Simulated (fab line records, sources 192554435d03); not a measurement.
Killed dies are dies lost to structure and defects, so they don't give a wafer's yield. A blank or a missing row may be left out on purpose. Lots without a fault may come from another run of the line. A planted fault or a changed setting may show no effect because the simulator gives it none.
Chamber matching | flow n5_finfet | N5_BEOL_M6_ETCH_61 on rie_diel-06: 4 sister chambers
The step etches SiARC in CF4, target depth 45.5 nm, time 75.8 s. 18 wafers are shown with their chamber, then 9 later ones without.

WAFERS WITH THEIR CHAMBER
wafer  | chamber | showerhead_plenum_p_Torr (Torr) | drypump_motor_current_A (A) | throttle_valve_pct (%)
L074.1 | 2       | 2.17                            | 6.4                         | 15.26
L074.2 | 0       | 2.06                            | 5.4                         | 15.83
L074.3 | 3       | 2.18                            | 5.7                         | 15.27
L074.4 | 1       | 2.21                            | 6.5                         | 15.27
L074.5 | 3       | 2.18                            | 5.7                         | 15.28
L074.6 | 2       | 2.17                            | 6.4                         | 15.28
L080.1 | 0       | 2.05                            | 5.3                         | 15.88
L080.3 | 3       | 2.18                            | 5.7                         | 15.28
L080.4 | 1       | 2.20                            | 6.5                         | 15.29
L078.1 | 2       | 2.17                            | 6.4                         | 15.31
L078.2 | 0       | 2.05                            | 5.3                         | 15.90
L078.3 | 3       | 2.18                            | 5.7                         | 15.31
L078.4 | 1       | 2.20                            | 6.5                         | 15.31
L078.5 | 2       | 2.17                            | 6.3                         | 15.30
L078.6 | 1       | 2.20                            | 6.5                         | 15.31
L083.1 | 0       | 2.05                            | 5.3                         | 15.88
L083.2 | 1       | 2.20                            | 6.6                         | 15.33
L083.3 | 2       | 2.17                            | 6.4                         | 15.32

SIGNATURES (means of the wafers above)
reading                  | chamber 0 | chamber 1 | chamber 2 | chamber 3 | scatter within a chamber
showerhead_plenum_p_Torr | 2.0525    | 2.2020    | 2.1700    | 2.1800    | 0.00333
drypump_motor_current_A  | 5.325     | 6.520     | 6.380     | 5.700     | 0.041
throttle_valve_pct       | 15.8725   | 15.3020   | 15.2940   | 15.2850   | 0.0239
Rule: a wafer's distance from a chamber is the root of the sum, over the readings, of the square of ((its reading less the chamber's mean) divided by the reading's scatter). The wafer belongs to the nearest chamber; if the next one is less than 2 further off, it can't be placed. The scatter: the root of (the sum of the squares of (reading less its chamber's mean) over the shown wafers, divided by (wafers less chambers)).

WAFERS WITHOUT THEIR CHAMBER
wafer  | showerhead_plenum_p_Torr (Torr) | drypump_motor_current_A (A) | throttle_valve_pct (%)
L087.2 | 2.20                            | 6.5                         | 15.32
L087.3 | 2.05                            | 5.4                         | 15.92
L087.6 | 2.17                            | 5.7                         | 15.35
L094.1 | 2.16                            | 6.4                         | 15.37
L094.2 | 2.19                            | 6.5                         | 15.35
L094.3 | 2.17                            | 5.7                         | 15.38
L094.4 | 2.30                            | 5.3                         | 15.44
L094.5 | 2.30                            | 5.3                         | 15.42
L094.6 | 2.19                            | 6.5                         | 15.37

WHICH CHAMBER EACH WENT THROUGH
wafer  | from the rows above | in truth
L087.2 | 1                   | 1
L087.3 | 0                   | 0
L087.6 | 3                   | 3
L094.1 | 2                   | 2
L094.2 | 1                   | 1
L094.3 | 3                   | 3
L094.4 | 3                   | 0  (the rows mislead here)
L094.5 | 3                   | 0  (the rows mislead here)
L094.6 | 1                   | 1
Placed correctly: 7 of 9. Can't be placed from these rows: 0. Placed wrongly: 2.
